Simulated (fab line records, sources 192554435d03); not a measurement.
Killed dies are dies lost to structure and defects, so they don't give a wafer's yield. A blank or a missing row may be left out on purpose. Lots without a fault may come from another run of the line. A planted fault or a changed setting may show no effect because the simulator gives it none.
Chamber matching | flow n5_finfet | N5_BEOL_M1_PRE_CLEAN_60 on cvd_co-01: 3 sister chambers
The step time 15 s. 5 wafers are shown with their chamber, then 6 later ones without.

WAFERS WITH THEIR CHAMBER
wafer  | chamber | heater_power_outer_w (W) | heater_power_w (W)
L738.5 | 2       | 11                       | 85
L749.6 | 0       | 15                       | 76
L750.1 | 0       | 15                       | 77
L753.3 | 1       | 38                       | 117
L753.4 | 1       | 40                       | 114

WAFERS WITHOUT THEIR CHAMBER
wafer  | heater_power_outer_w (W) | heater_power_w (W)
L753.5 | 15                       | 77
L756.2 | 15                       | 79
L756.5 | 16                       | 77
L757.2 | 11                       | 85
L757.3 | 39                       | 114
L757.5 | 16                       | 77

WHICH CHAMBER EACH WENT THROUGH
wafer  | from the rows above | in truth
L753.5 | 0                   | 0
L756.2 | 0                   | 0
L756.5 | 0                   | 0
L757.2 | 2                   | 2
L757.3 | 1                   | 1
L757.5 | 0                   | 0
Placed correctly: 6 of 6. Can't be placed from these rows: 0. Placed wrongly: 0.
How it was worked out, from the rows above alone: a wafer's distance from a chamber is the root of the sum, over the readings, of the square of ((its reading less the chamber's mean) divided by the reading's scatter). The wafer belongs to the nearest chamber; if the next one is less than 2 further off, it can't be placed. A chamber's mean is the mean of its shown wafers. The scatter: the root of (the sum of the squares of (reading less its chamber's mean) over the shown wafers, divided by (wafers less chambers)).
